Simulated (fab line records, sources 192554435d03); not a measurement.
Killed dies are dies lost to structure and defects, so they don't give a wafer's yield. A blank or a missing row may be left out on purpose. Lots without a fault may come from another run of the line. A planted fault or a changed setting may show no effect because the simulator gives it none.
fab line records | flow n5_finfet
record lots=5 wafers=15 last_day=17
route steps=1938 shown ILD0@343 SDB@347
lots that met no fault: from a run of the same line without faults
start_h: hours from the record's first day to the start of the lot's first wafer shown | wait_h: hours since the lot's step before | " the same as in the row above | L1.1+2: a row that stands for several wafers | - no value, or no start given | * or withheld: withheld | < > ~ a bound
route shown NAME@n: a module of which the file shows steps, and the number in the route of the first | usual: mean/standard deviation of fault-free wafers | same: alike in all rows | chamber/n: place in a boat | sites: the reading at each site | _std_site: their standard deviation | _edge_site: outer sites' mean less inner sites' | radius_mm: how far each site lies from the wafer's centre | mask NAME#n: copy n | behind: the tool/chamber that last shaped the wafer | hold: why the lot was held/for how many hours/how that ended | device: the transistor (n, p or np) that didn't switch | end of line: the same wafers' tests at the end of the route | a step without rows: its recipe alone | killed: dies lost to structure and defects at the first sort, not the wafer's yield | map: a wafer's dies, x killed, . not, _ none there
set.NAME: the setting as run; set.NAME@STEP: as run at that earlier step | model.NAME: the simulator's own value behind a step, which no gauge read
lots at some steps of the route; a table a step, a row a wafer
services: from which hour (start_h, from the record's first day; less than 0 if before it) a tool's chamber was out of use, for how many hours, and why
## steps
# step N5_ILD0_ALD_15
# recipe material=SiNx target_thk_a=240 temp_c=400 ald_precursor_family=SiH2I2 ald_co_reactant=N2/H2-plasma pulse_time_s=1 ald_cycles=480 purge_time_s=2 co_reactant_purge_time_s=2 pressure_torr=2
# usual heater_power_w=833/97 precursor_pulse_height_rel=1.000/0.02
# columns lot.wafer tool chamber start_h wait_h heater_power_w precursor_pulse_height_rel
L076.2 ald_sin-04 1 76.51 0.5 879 0.994
L076.4 " 3 " " 789 0.996
L076.6 " 3 77.59 1.1 782 1.000
L081.3 ald_sin-01 3 107.32 0.4 831 0.965
L081.4 " 0 " " 846 1.011
L081.6 " 0 108.40 1.1 845 0.956
L091.2 ald_sin-02 3 166.28 0.5 665 1.015
L091.3 " 0 " " 987 1.029
L091.6 " 1 167.36 1.1 777 0.995
L093.2 ald_sin-01 1 181.84 0.5 888 1.019
L093.3 " 3 " " 837 0.998
L093.5 " 3 182.93 1.2 826 0.963
L094.2 ald_sin-02 0 184.25 0.5 997 0.980
L094.3 " 1 " " 775 0.968
L094.4 " 0 185.34 1.3 1019 0.992
# step N5_ILD0_CMP_12
# recipe stop_on=poly-Si material=SiNx t_overpolish_s=6 post_cmp_clean=alkaline_brush down_force_psi=2.5 platen_rpm=51.8 pad_velocity_m_s=1.0307 target_thk_nm=17.67
# usual head_pressure_psi=2.500/0.0055 motor_current_A=8.8/1.4 overpolish_run_s=5.999/0.0086 slurry_filter_dp_kPa=13.49/0.13 time_to_endpoint_s=29.3/2.3
# columns lot.wafer tool chamber start_h wait_h head_pressure_psi motor_current_A overpolish_run_s slurry_filter_dp_kPa time_to_endpoint_s
L076.4 cmp-03 0 78.78 1.2 2.504 6.7 5.998 13.57 31.2
L076.2 " 1 " " 2.502 10.0 5.986 13.45 32.3
L076.6 " 2 " " 2.503 7.4 5.993 13.82 35.6
L081.4 cmp-02 3 109.56 1.2 2.498 8.3 5.987 13.68 29.3
L081.3 " 1 " " 2.488 11.0 6.008 13.37 27.5
L081.6 " 2 " " 2.507 10.3 6.007 13.43 24.6
L091.3 cmp-02 2 168.48 1.1 2.497 9.9 6.006 13.36 32.5
L091.2 " 3 " " 2.497 8.4 5.987 13.41 35.1
L091.6 " 2 " " 2.505 10.4 5.999 13.45 31.9
L093.2 cmp-03 3 184.05 1.1 2.507 11.5 5.996 13.35 28.4
L093.3 " 2 " " 2.508 7.0 6.002 13.40 30.6
L093.5 " 3 " " 2.506 10.9 5.996 13.43 30.4
L094.4 cmp-04 0 186.49 0.1 2.496 10.1 5.999 13.58 28.5
L094.3 " 1 " " 2.498 8.0 6.007 13.52 27.0
L094.2 " 2 " " 2.503 7.5 5.996 13.47 25.4
# step N5_ILD0_THK_MEAS_13
# usual thk_nm=17.8/0.82
# columns lot.wafer tool chamber start_h wait_h thk_nm
L076.2 film_metro-01 - 79.00 - 16.1
L076.4 " - " " 16.8
L076.6 " - " " 17.9
L081.3 film_metro-01 - 109.81 - 17.7
L081.4 " - " " 17.5
L081.6 " - " " 17.3
L091.2 film_metro-02 - 168.77 - 19.1
L091.3 " - " " 18.6
L091.6 " - " " 18.2
L093.2 film_metro-01 - 184.34 - 16.6
L093.3 " - " " 18.6
L093.5 " - " " 16.7
L094.2 film_metro-01 - 186.75 - 17.4
L094.3 " - " " 17.7
L094.4 " - " " 16.9
# step N5_ILD0_INSPECT_06
# recipe inspect_instrument=darkfield mode=post_cmp
# usual raw_defect_count=39/14
# columns lot.wafer tool chamber start_h wait_h raw_defect_count
L076.2 defect_inspect-01 - 79.03 0.0 34
L076.4 " - " " 34
L076.6 " - " " 10
L081.3 defect_inspect-02 - 109.84 0.0 33
L081.4 " - " " 41
L081.6 " - " " 32
L091.2 defect_inspect-02 - 168.80 0.0 49
L091.3 " - " " 49
L091.6 " - " " 58
L093.2 defect_inspect-01 - 184.37 0.0 32
L093.3 " - " " 47
L093.5 " - " " 28
L094.2 defect_inspect-01 - 186.77 0.0 51
L094.3 " - " " 59
L094.4 " - " " 49
# step N5_SDB_HM_DEP_00
# recipe material=SiNx target_thk_a=400 temp_c=400 precursor=SiH4/NH3/N2 pressure_torr=1.5 rf_w=300 time_s=35.3
# usual heater_power_w=718/65 showerhead_plenum_p_Torr=5.15/0.085 throttle_valve_pct=40.8/2.9
# same time_s=35.3
# columns lot.wafer tool chamber start_h wait_h heater_power_w showerhead_plenum_p_Torr throttle_valve_pct
L076.2 pecvd-03 1 79.07 0.0 726 5.13 39.9
L076.4 " 1 " " 728 5.16 39.8
L076.6 " 0 " " 790 5.22 44.2
L081.3 pecvd-03 1 109.88 0.0 720 5.15 39.9
L081.4 " 2 " " 696 5.15 35.5
L081.6 " 0 " " 669 5.22 44.3
L091.2 pecvd-04 2 168.83 0.0 596 5.14 47.5
L091.3 " 1 " " 638 5.15 40.0
L091.6 " 1 " " 625 5.15 39.9
L093.2 pecvd-03 2 184.40 0.0 748 5.16 35.7
L093.3 " 0 " " 839 5.22 44.3
L093.5 " 1 " " 741 5.15 39.9
L094.2 pecvd-03 1 186.81 0.0 721 5.16 40.1
L094.3 " 0 " " 794 5.22 44.2
L094.4 " 2 " " 758 5.17 35.5
# step N5_SDB_COAT_03
# recipe resist=SOC temp_c=250 time_s=60 spin_rpm=1500 resist_thk_nm=100
# usual heater_power_total_W=500.3/1.7 resist_line_temp_C=22.99/0.095
# same time_s=60
# columns lot.wafer tool chamber start_h wait_h heater_power_total_W resist_line_temp_C
L076.2 litho_track-03 0 79.15 0.1 499.0 22.97
L076.4 " 0 " " 498.9 22.96
L076.6 " 0 " " 500.8 22.90
L081.3 litho_track-02 0 109.96 0.1 499.1 22.91
L081.4 " 0 " " 500.0 22.86
L081.6 " 0 " " 502.2 23.03
L091.2 litho_track-01 0 168.92 0.1 500.5 23.00
L091.3 " 0 " " 501.3 23.07
L091.6 " 0 " " 497.4 22.89
L093.2 litho_track-01 0 184.48 0.1 502.6 23.08
L093.3 " 0 " " 502.7 23.07
L093.5 " 0 " " 498.8 23.00
L094.2 litho_track-01 0 186.89 0.1 503.3 23.09
L094.3 " 0 " " 502.2 22.90
L094.4 " 0 " " 499.1 22.89
# step N5_SDB_COAT_04
# recipe resist=SiARC temp_c=220 time_s=60 spin_rpm=1500 resist_thk_nm=18
# usual heater_power_total_W=427.2/2.1 resist_line_temp_C=22.99/0.11
# same time_s=60
# columns lot.wafer tool chamber start_h wait_h heater_power_total_W resist_line_temp_C
L076.2 litho_track-03 0 - - 425.1 23.00
L076.4 " 0 " " 428.7 22.84
L076.6 " 0 " " 426.9 22.92
L081.3 litho_track-02 0 - - 426.1 22.98
L081.4 " 0 " " 427.6 22.88
L081.6 " 0 " " 426.6 22.92
L091.2 litho_track-01 0 - - 430.6 22.77
L091.3 " 0 " " 424.4 23.04
L091.6 " 0 " " 429.8 22.79
L093.2 litho_track-01 0 - - 427.5 22.98
L093.3 " 0 " " 425.4 23.05
L093.5 " 0 " " 425.8 23.03
L094.2 litho_track-01 0 - - 429.2 22.88
L094.3 " 0 " " 430.1 22.79
L094.4 " 0 " " 430.9 22.71
# step N5_SDB_COAT_05
# recipe resist=CAR-ArF spin_rpm=1500 resist_thk_nm=90
# usual resist_line_temp_C=23.00/0.1
# columns lot.wafer tool chamber start_h wait_h resist_line_temp_C
L076.2 litho_track-03 0 - - 23.10
L076.4 " 0 " " 23.15
L076.6 " 0 " " 22.98
L081.3 litho_track-02 0 - - 23.07
L081.4 " 0 " " 23.05
L081.6 " 0 " " 23.19
L091.2 litho_track-01 0 - - 22.90
L091.3 " 0 " " 22.97
L091.6 " 0 " " 23.12
L093.2 litho_track-01 0 - - 23.00
L093.3 " 0 " " 23.00
L093.5 " 0 " " 22.96
L094.2 litho_track-01 0 - - 23.04
L094.3 " 0 " " 23.16
L094.4 " 0 " " 23.19
# step N5_SDB_EBR_07
# recipe solvent=PGMEA ebr_width_mm=1.5
# usual resist_line_temp_C=22.98/0.11
# columns lot.wafer tool chamber start_h wait_h resist_line_temp_C
L076.2 litho_track-03 0 - - 22.99
L076.4 " 0 " " 23.05
L076.6 " 0 " " 22.97
L081.3 litho_track-02 0 - - 22.95
L081.4 " 0 " " 22.95
L081.6 " 0 " " 23.09
L091.2 litho_track-01 0 - - 22.98
L091.3 " 0 " " 23.07
L091.6 " 0 " " 23.00
L093.2 litho_track-01 0 - - 22.96
L093.3 " 0 " " 22.98
L093.5 " 0 " " 22.82
L094.2 litho_track-01 0 - - 23.06
L094.3 " 0 " " 23.09
L094.4 " 0 " " 22.92
# step N5_SDB_SOFTBAKE_06
# recipe temp_c=110 time_s=60 resist=CAR-ArF
# usual heater_power_total_W=175.3/1.6 resist_line_temp_C=22.98/0.11
# same time_s=60
# columns lot.wafer tool chamber start_h wait_h heater_power_total_W resist_line_temp_C
L076.2 litho_track-03 0 - - 177.4 22.90
L076.4 " 0 " " 173.9 22.89
L076.6 " 0 " " 176.3 23.18
L081.3 litho_track-02 0 - - 173.0 23.08
L081.4 " 0 " " 174.1 22.96
L081.6 " 0 " " 177.6 22.98
L091.2 litho_track-01 0 - - 176.9 23.10
L091.3 " 0 " " 176.2 23.22
L091.6 " 0 " " 177.5 23.11
L093.2 litho_track-01 0 - - 175.6 23.01
L093.3 " 0 " " 176.1 23.00
L093.5 " 0 " " 174.1 22.91
L094.2 litho_track-01 0 - - 173.0 22.97
L094.3 " 0 " " 174.9 22.92
L094.4 " 0 " " 177.3 22.90
# step N5_SDB_EXPOSE_08
# recipe mask_id=SDB na=1.35 source_shape=conventional sigma_outer=0.5 polarization=unpolarized dose_mj=49.6
# usual focus_offset_nm=0.0/0.59
# columns lot.wafer tool chamber start_h wait_h mask focus_offset_nm
L076.2 arfi_scanner-01 0 79.27 - SDB#0 1.2
L076.4 " 0 " " SDB#0 0.9
L076.6 " 0 " " SDB#0 -0.5
L081.3 arfi_scanner-03 0 110.09 - SDB#0 0.3
L081.4 " 0 " " SDB#0 0.0
L081.6 " 0 " " SDB#0 -0.6
L091.2 arfi_scanner-03 0 169.16 - SDB#0 -0.5
L091.3 " 0 " " SDB#0 -0.7
L091.6 " 0 " " SDB#0 -1.5
L093.2 arfi_scanner-02 0 184.73 - SDB#0 0.1
L093.3 " 0 " " SDB#0 0.6
L093.5 " 0 " " SDB#0 0.5
L094.2 arfi_scanner-03 0 187.14 - SDB#0 -0.2
L094.3 " 0 " " SDB#0 -0.5
L094.4 " 0 " " SDB#0 0.3
# step N5_SDB_PEB_09
# recipe peb_temp_c=withheld peb_time_s=60 resist=CAR-ArF
# usual resist_line_temp_C=22.98/0.1
# columns lot.wafer tool chamber start_h wait_h resist_line_temp_C
L076.2 litho_track-02 0 79.32 0.0 22.79
L076.4 " 0 " " 23.01
L076.6 " 0 " " 23.02
L081.3 litho_track-02 0 110.14 0.0 22.86
L081.4 " 0 " " 22.94
L081.6 " 0 " " 22.97
L091.2 litho_track-03 0 169.22 0.0 22.99
L091.3 " 0 " " 23.01
L091.6 " 0 " " 22.95
L093.2 litho_track-01 0 184.79 0.0 23.01
L093.3 " 0 " " 22.89
L093.5 " 0 " " 22.93
L094.2 litho_track-02 0 187.19 0.0 23.18
L094.3 " 0 " " 22.94
L094.4 " 0 " " 23.07
# step N5_SDB_DEVELOP_10
# recipe develop_time_s=30 developer=TMAH resist=CAR-ArF rinse_liquid=diw dry=air_spin dev_temp_c=23
# usual resist_line_temp_C=23.02/0.11
# columns lot.wafer tool chamber start_h wait_h resist_line_temp_C
L076.2 litho_track-02 0 - - 23.02
L076.4 " 0 " " 23.02
L076.6 " 0 " " 22.98
L081.3 litho_track-02 0 - - 23.02
L081.4 " 0 " " 22.96
L081.6 " 0 " " 22.83
L091.2 litho_track-03 0 - - 23.14
L091.3 " 0 " " 23.05
L091.6 " 0 " " 23.18
L093.2 litho_track-01 0 - - 22.97
L093.3 " 0 " " 22.96
L093.5 " 0 " " 23.02
L094.2 litho_track-02 0 - - 22.90
L094.3 " 0 " " 22.99
L094.4 " 0 " " 22.94
# step N5_SDB_CD_MEAS_11
# recipe target_cd_nm=50 landing_energy_ev=500 detector=se_inlens polarity=opening
# usual cd_nm=49.9/0.76
# columns lot.wafer tool chamber start_h wait_h cd_nm
L076.2 cd_sem-02 0 79.39 - 49.9
L076.4 " 0 " " 50.0
L076.6 " 0 " " 50.9
L081.3 cd_sem-01 0 110.20 - 50.3
L081.4 " 0 " " 50.8
L081.6 " 0 " " 50.2
L091.2 cd_sem-01 0 169.29 - 50.7
L091.3 " 0 " " 48.9
L091.6 " 0 " " 49.8
L093.2 cd_sem-01 0 184.85 - 50.3
L093.3 " 0 " " 49.5
L093.5 " 0 " " 49.9
L094.2 cd_sem-01 0 187.26 - 50.6
L094.3 " 0 " " 49.4
L094.4 " 0 " " 49.3
# step N5_SDB_OVL_MEAS_12
# recipe points_per_wafer=44
# usual SDB_OVL=-0.1/0.65
# columns lot.wafer tool chamber start_h wait_h SDB_OVL[nm]
L076.2 overlay-01 0 79.42 0.0 -0.6
L076.4 " 0 " " -0.9
L076.6 " 0 " " -0.6
L081.3 overlay-01 0 110.23 0.0 0.9
L081.4 " 0 " " 1.2
L081.6 " 0 " " 0.7
L091.2 overlay-01 0 169.32 0.0 -0.1
L091.3 " 0 " " 0.9
L091.6 " 0 " " -0.3
L093.2 overlay-01 0 184.88 0.0 -0.5
L093.3 " 0 " " -0.7
L093.5 " 0 " " -0.7
L094.2 overlay-01 0 187.29 0.0 0.2
L094.3 " 0 " " 0.1
L094.4 " 0 " " 0.3
# step N5_SDB_INSPECT_13
# recipe mode=adi inspect_instrument=brightfield
# usual raw_defect_count=75/39
# columns lot.wafer tool chamber start_h wait_h raw_defect_count
L076.2 defect_inspect-01 - 79.45 0.0 73
L076.4 " - " " 117
L076.6 " - " " 95
L081.3 defect_inspect-01 - 110.26 0.0 35
L081.4 " - " " 103
L081.6 " - " " 41
L091.2 defect_inspect-01 - 169.34 0.0 79
L091.3 " - " " 57
L091.6 " - " " 85
L093.2 defect_inspect-02 - 184.91 0.0 37
L093.3 " - " " 45
L093.5 " - " " 54
L094.2 defect_inspect-01 - 187.31 0.0 30
L094.3 " - " " 42
L094.4 " - " " 42
# step N5_SDB_DESCUM_16
# recipe chemistry=O2 time_s=7.9 source_power_w=50 bias_power_w=20 pressure_mtorr=20 rf_frequency_hz=2.712e+07 temp_c=40 resist=CAR-ArF o2_flow_sccm=225
# usual drypump_motor_current_A=5.8/0.41 oes_product_au=0.82/0.075 rf_vpp_V=243.3/1.3 showerhead_plenum_p_Torr=2.10/0.062 throttle_valve_pct=20.47/0.28
# same time_s=7.9
# columns lot.wafer tool chamber start_h wait_h drypump_motor_current_A oes_product_au rf_hours_counter_h rf_vpp_V showerhead_plenum_p_Torr throttle_valve_pct
L076.2 rie_diel-03 2 79.68 0.2 5.7 0.85 70 244.5 2.22 20.54
L076.4 " 2 " " 5.7 0.84 - 245.1 2.22 20.55
L076.6 " 0 " " 6.0 0.74 - 244.4 2.18 20.74
L081.3 rie_diel-01 2 110.29 0.0 5.9 0.75 160 245.8 2.18 20.62
L081.4 " 1 " " 5.5 0.84 - 244.0 2.12 20.03
L081.6 " 2 " " 5.9 0.75 - 244.9 2.18 20.63
L091.2 rie_diel-01 2 170.10 0.8 5.8 0.74 186 243.8 2.17 20.65
L091.3 " 1 " " 5.5 0.82 106 244.3 2.11 20.09
L091.6 " 0 " " 5.5 0.90 - 243.6 2.04 20.66
L093.2 rie_diel-01 2 184.94 0.0 5.9 0.73 190 245.2 2.17 20.67
L093.3 " 3 " " 6.1 0.94 7 241.8 2.04 19.92
L093.5 " 2 " " 5.8 0.73 - 243.8 2.17 20.69
L094.2 rie_diel-06 3 187.37 0.1 5.4 0.85 88 244.9 2.12 20.26
L094.3 " 2 " " 6.8 0.75 179 242.1 2.08 20.86
L094.4 " 0 " " 5.8 0.77 141 242.9 2.10 20.55
# step N5_SDB_ETCH_17
# recipe chemistry=CF4 target=SiARC target_depth_a=234 mask_material=CAR-ArF time_s=39 ion_energy_ev=80 pressure_mtorr=40 source_w=545 bias_w=36 Ar_flow_sccm=100 cf4_flow_sccm=100 ends=cleared
# usual drypump_motor_current_A=5.8/0.41 etch_rf_on_time_s=38.8/0.58 oes_product_au=0.70/0.065 rf_vpp_V=184.1/1.1 showerhead_plenum_p_Torr=2.15/0.056 throttle_valve_pct=15.64/0.27
# columns lot.wafer tool chamber start_h wait_h drypump_motor_current_A etch_rf_on_time_s oes_product_au rf_hours_counter_h rf_vpp_V showerhead_plenum_p_Torr throttle_valve_pct
L076.2 rie_diel-03 2 79.72 0.0 5.7 39.1 0.72 70 186.0 2.25 15.67
L076.4 " 2 " " 5.7 39.3 0.72 - 185.0 2.25 15.66
L076.6 " 0 " " 6.0 39.2 0.63 - 185.6 2.22 15.91
L081.3 rie_diel-01 2 110.32 0.0 5.8 39.0 0.63 160 185.1 2.23 15.76
L081.4 " 1 " " 5.5 38.1 0.73 - 183.5 2.17 15.22
L081.6 " 2 " " 5.9 39.0 0.65 - 186.0 2.23 15.76
L091.2 rie_diel-01 2 170.13 0.0 5.8 39.3 0.62 186 185.3 2.22 15.81
L091.3 " 1 " " 5.5 38.4 0.70 106 185.4 2.16 15.25
L091.6 " 0 " " 5.4 39.0 0.75 - 184.1 2.10 15.82
L093.2 rie_diel-01 2 184.98 0.0 5.9 39.1 0.62 190 185.8 2.22 15.83
L093.3 " 3 " " 6.1 38.7 0.80 7 183.1 2.10 15.14
L093.5 " 2 " " 5.9 38.8 0.62 - 183.5 2.22 15.82
L094.2 rie_diel-06 3 187.41 0.0 5.4 37.6 0.73 88 183.2 2.16 15.43
L094.3 " 2 " " 6.8 39.1 0.63 179 183.0 2.14 16.10
L094.4 " 0 " " 5.8 38.4 0.65 141 183.0 2.15 15.69
# step N5_SDB_ETCH_18
# recipe chemistry=N2/H2 target=SOC target_depth_a=1000 overetch_a=200 mask_material=SiARC temp_c=40 time_s=150 ion_energy_ev=200 pressure_mtorr=30 source_w=840 bias_w=150 n2_flow_sccm=200 h2_flow_sccm=200
# usual drypump_motor_current_A=5.8/0.41 h2_flow_sccm=199.9/0.62 oes_product_au=0.73/0.064 rf_vpp_V=524.3/2 showerhead_plenum_p_Torr=2.56/0.071 throttle_valve_pct=17.9/0.3
# same time_s=150
# columns lot.wafer tool chamber start_h wait_h drypump_motor_current_A h2_flow_sccm oes_product_au rf_hours_counter_h rf_vpp_V showerhead_plenum_p_Torr throttle_valve_pct
L076.2 rie_diel-03 2 79.75 0.0 5.7 200.1 0.75 70 527.8 2.68 17.8
L076.4 " 2 " " 5.7 199.7 0.76 - 527.9 2.68 17.8
L076.6 " 0 " " 6.0 199.3 0.67 - 526.4 2.63 18.1
L081.3 rie_diel-01 2 110.36 0.0 5.9 198.8 0.67 160 526.2 2.66 18.1
L081.4 " 1 " " 5.5 199.5 0.75 - 524.3 2.57 17.4
L081.6 " 2 " " 5.9 198.7 0.67 - 526.2 2.66 18.1
L091.2 rie_diel-01 2 170.17 0.0 5.8 200.6 0.66 186 527.2 2.64 18.2
L091.3 " 1 " " 5.6 199.5 0.72 106 524.7 2.56 17.5
L091.6 " 0 " " 5.5 199.6 0.79 - 521.7 2.49 18.2
L093.2 rie_diel-01 2 185.01 0.0 5.9 201.2 0.66 190 525.6 2.64 18.1
L093.3 " 3 " " 6.1 200.2 0.81 7 524.3 2.49 17.3
L093.5 " 2 " " 5.9 200.7 0.65 - 526.1 2.64 18.2
L094.2 rie_diel-06 3 187.44 0.0 5.4 200.0 0.74 88 525.5 2.57 17.7
L094.3 " 2 " " 6.8 199.4 0.67 179 522.3 2.52 18.1
L094.4 " 0 " " 5.8 199.5 0.68 141 524.4 2.55 17.9
# step N5_SDB_STRIP_19
# recipe chemistry=N2/H2 temp_c=40 n2_flow_sccm=200 h2_flow_sccm=200 rf_frequency_hz=6e+07
# columns lot.wafer tool chamber start_h wait_h
L076.2+4+6 rie_diel-03 2,2,0 79.88 0.1
L081.3+4+6 rie_diel-01 2,1,2 110.49 0.1
L091.2+3+6 rie_diel-01 2,1,0 170.29 0.1
L093.2+3+5 rie_diel-01 2,3,2 185.14 0.1
L094.2+3+4 rie_diel-06 3,2,0 187.57 0.1
# step N5_SDB_STRIP_21
# recipe chemistry=CF4 resist=SiARC power_w=300 bias_power_w=75 pressure_mtorr=50 cf4_flow_sccm=150 rf_frequency_hz=6e+07
# usual drypump_motor_current_A=5.8/0.41 oes_product_au=0.80/0.071 rf_vpp_V=271.2/1.3 showerhead_plenum_p_Torr=1.81/0.047 throttle_valve_pct=13.60/0.27
# columns lot.wafer tool chamber start_h wait_h drypump_motor_current_A oes_product_au rf_hours_counter_h rf_vpp_V showerhead_plenum_p_Torr throttle_valve_pct
L076.2 rie_diel-03 2 79.89 0.0 5.7 0.84 71 272.7 1.88 13.61
L076.4 " 2 " " 5.6 0.82 - 272.5 1.88 13.61
L076.6 " 0 " " 6.0 0.74 - 272.3 1.86 13.87
L081.3 rie_diel-01 2 110.50 0.0 5.9 0.73 161 273.3 1.87 13.76
L081.4 " 1 " " 5.5 0.82 - 271.2 1.82 13.19
L081.6 " 2 " " 5.9 0.74 - 274.0 1.87 13.75
L091.2 rie_diel-01 2 170.30 0.0 5.9 0.72 186 271.0 1.86 13.81
L091.3 " 1 " " 5.5 0.80 106 270.3 1.81 13.24
L091.6 " 0 " " 5.5 0.88 - 269.2 1.76 13.74
L093.2 rie_diel-01 2 185.15 0.0 5.9 0.72 190 273.5 1.86 13.80
L093.3 " 3 " " 6.1 0.91 7 271.3 1.77 13.12
L093.5 " 2 " " 5.9 0.72 - 271.8 1.86 13.81
L094.2 rie_diel-06 3 187.58 0.0 5.4 0.82 88 272.8 1.81 13.38
L094.3 " 2 " " 6.8 0.73 179 270.0 1.79 14.06
L094.4 " 0 " " 5.8 0.76 141 271.5 1.80 13.66
# step N5_SDB_HM_OPEN_20
# recipe chemistry=CH3F/O2 target=SiNx mask_material=SOC target_depth_a=240 stop_on=poly-Si over_etch_frac=0.4 ion_energy_ev=120 pressure_mtorr=30 source_w=395 bias_w=73 Ar_flow_sccm=150 CH3F_flow_sccm=30 O2_flow_sccm=20
# usual CH3F_flow_sccm=29.99/0.087 drypump_motor_current_A=5.8/0.41 oes_product_au=0.67/0.06 rf_vpp_V=298.3/2 showerhead_plenum_p_Torr=2.01/0.054 throttle_valve_pct=16.37/0.28
# columns lot.wafer tool chamber start_h wait_h CH3F_flow_sccm drypump_motor_current_A oes_product_au rf_hours_counter_h rf_vpp_V showerhead_plenum_p_Torr throttle_valve_pct
L076.2 rie_diel-03 2 79.91 0.0 30.10 5.6 0.69 71 300.2 2.11 16.39
L076.4 " 2 " " 29.96 5.6 0.70 - 300.2 2.11 16.39
L076.6 " 0 " " 30.09 6.0 0.61 - 299.0 2.07 16.60
L081.3 rie_diel-01 2 110.52 0.0 29.88 5.9 0.61 161 301.5 2.08 16.46
L081.4 " 1 " " 29.94 5.5 0.72 - 298.6 2.03 15.93
L081.6 " 2 " " 29.86 5.9 0.63 - 302.7 2.08 16.47
L091.2 rie_diel-01 2 170.32 0.0 30.18 5.9 0.60 186 302.7 2.07 16.53
L091.3 " 1 " " 29.91 5.5 0.65 106 297.2 2.02 15.99
L091.6 " 0 " " 29.85 5.5 0.72 - 298.5 1.96 16.56
L093.2 rie_diel-01 2 185.17 0.0 29.95 5.9 0.60 190 300.8 2.07 16.54
L093.3 " 3 " " 29.93 6.0 0.76 8 297.2 1.96 15.85
L093.5 " 2 " " 30.01 5.8 0.61 - 300.8 2.07 16.53
L094.2 rie_diel-06 3 187.60 0.0 29.94 5.4 0.69 88 300.5 2.02 16.17
L094.3 " 2 " " 29.92 6.8 0.60 179 299.8 2.00 16.83
L094.4 " 0 " " 29.89 5.8 0.63 141 295.6 2.00 16.41
# step N5_SDB_STRIP_22
# recipe chemistry=N2/H2 power_w=1000 temp_c=250 h2_frac=0.65 overash_fraction=0.3 pressure_mtorr=withheld n2_flow_sccm=1750 h2_flow_sccm=3250
# usual drypump_motor_current_A=5.39/0.1 h2_flow_sccm=3250/9.6 heater_power_w=342/27 oes_product_au=0.715/0.0049 strip_time_to_endpoint_s=96.2/0.32
# columns lot.wafer tool chamber start_h wait_h drypump_motor_current_A h2_flow_sccm heater_power_w oes_product_au rf_hours_counter_h strip_time_to_endpoint_s
L076.2 plasma_asher-01 0 79.99 0.1 5.47 3250 349 0.717 37 96.1
L076.4 " 0 " " 5.48 3267 348 0.725 - 96.3
L076.6 " 1 " " 5.49 3235 298 0.715 - 96.3
L081.3 plasma_asher-02 1 110.64 0.1 5.30 3268 368 0.710 - 96.2
L081.4 " 0 " " 5.28 3243 362 0.714 - 96.0
L081.6 " 0 " " 5.28 3264 353 0.715 - 96.5
L091.2 plasma_asher-02 0 170.63 0.3 5.33 3263 359 0.723 107 96.1
L091.3 " 1 " " 5.31 3254 366 0.720 - 95.8
L091.6 " 0 " " 5.30 3244 356 0.717 - 96.0
L093.2 plasma_asher-01 1 185.25 0.1 5.50 3255 293 0.716 57 96.0
L093.3 " 0 " " 5.47 3244 363 0.717 - 95.7
L093.5 " 0 " " 5.46 3245 348 0.717 - 95.8
L094.2 plasma_asher-01 1 187.68 0.1 5.50 3245 291 0.717 57 95.8
L094.3 " 1 " " 5.50 3244 290 0.720 - 95.9
L094.4 " 0 " " 5.45 3242 357 0.724 - 96.0
# step N5_SDB_PRECLEAN_23
# recipe chemistry=dHF time_s=30 temp_c=25 dilution=withheld
# same time_s=30
# columns lot.wafer tool chamber start_h wait_h
L076.2+4+6 wet_bench-06 0,1,7 80.14 0.1
L081.3+4+6 wet_bench-03 2,3,4 110.75 0.1
L091.2+3+6 wet_bench-01 6,5,3 170.77 0.1
L093.2+3+5 wet_bench-03 4,1,6 185.40 0.1
L094.2+3+4 wet_bench-01 2,1,7 187.83 0.1
# step N5_SDB_DUMMY_REMOVE_24
# recipe chemistry=TMAH temp_c=70 target=poly-Si stop_on=SiO2 target_depth_nm=142 conc_wt_pct=5 time_s=57 dry=ipa_marangoni rinse_time_s=30 rinse_temp_c=23
# usual bath_heat_duty_pct=13.3/1.5 rinse_temp_c=23.01/0.11
# same time_s=57
# columns lot.wafer tool chamber start_h wait_h bath_heat_duty_pct rinse_temp_c
L076.2 wet_bench-06 0 80.15 0.0 13.8 23.03
L076.4 " 1 " " 14.7 23.10
L076.6 " 7 " " 12.1 23.15
L081.3 wet_bench-03 2 110.76 0.0 14.0 22.95
L081.4 " 3 " " 17.5 23.01
L081.6 " 4 " " 12.2 22.92
L091.2 wet_bench-01 6 170.78 0.0 14.2 23.31
L091.3 " 5 " " 13.3 22.94
L091.6 " 3 " " 13.5 22.98
L093.2 wet_bench-03 4 185.41 0.0 12.0 22.88
L093.3 " 1 " " 13.3 23.12
L093.5 " 6 " " 10.6 22.87
L094.2 wet_bench-01 2 187.84 0.0 13.3 23.01
L094.3 " 1 " " 12.3 23.23
L094.4 " 7 " " 14.7 23.15
## services
# columns tool chamber start_h hours kind
wet_bench-06 - 52.93 2.4 repair
rie_diel-03 3 57.16 4.1 repair
arfi_scanner-02 - 58.09 1.0 pm
arfi_scanner-02 - 60.60 75.2 repair
rie_diel-03 - 65.58 0.2 repair
arfi_scanner-01 - 66.95 2.0 repair
arfi_scanner-03 - 70.99 1.3 pm
arfi_scanner-01 - 71.63 0.4 repair
arfi_scanner-03 - 81.81 3.9 pm
ald_sin-04 3 85.24 15.2 repair
ald_sin-02 - 85.25 14.0 pm
arfi_scanner-03 - 88.52 0.7 repair
ald_sin-01 3 89.03 4.4 repair
rie_diel-01 3 105.15 7.8 repair
arfi_scanner-03 - 106.02 0.8 pm
plasma_asher-02 - 106.05 2.8 pm
cmp-03 - 133.15 4.0 pm
wet_bench-01 - 135.36 0.6 repair
cmp-03 - 139.82 3.8 repair
pecvd-03 - 165.20 5.5 pm
plasma_asher-01 - 169.11 4.0 repair
cmp-02 - 174.22 1.1 repair
rie_diel-06 - 174.50 0.2 repair
cmp-03 - 186.94 8.3 pm
## key
fault none
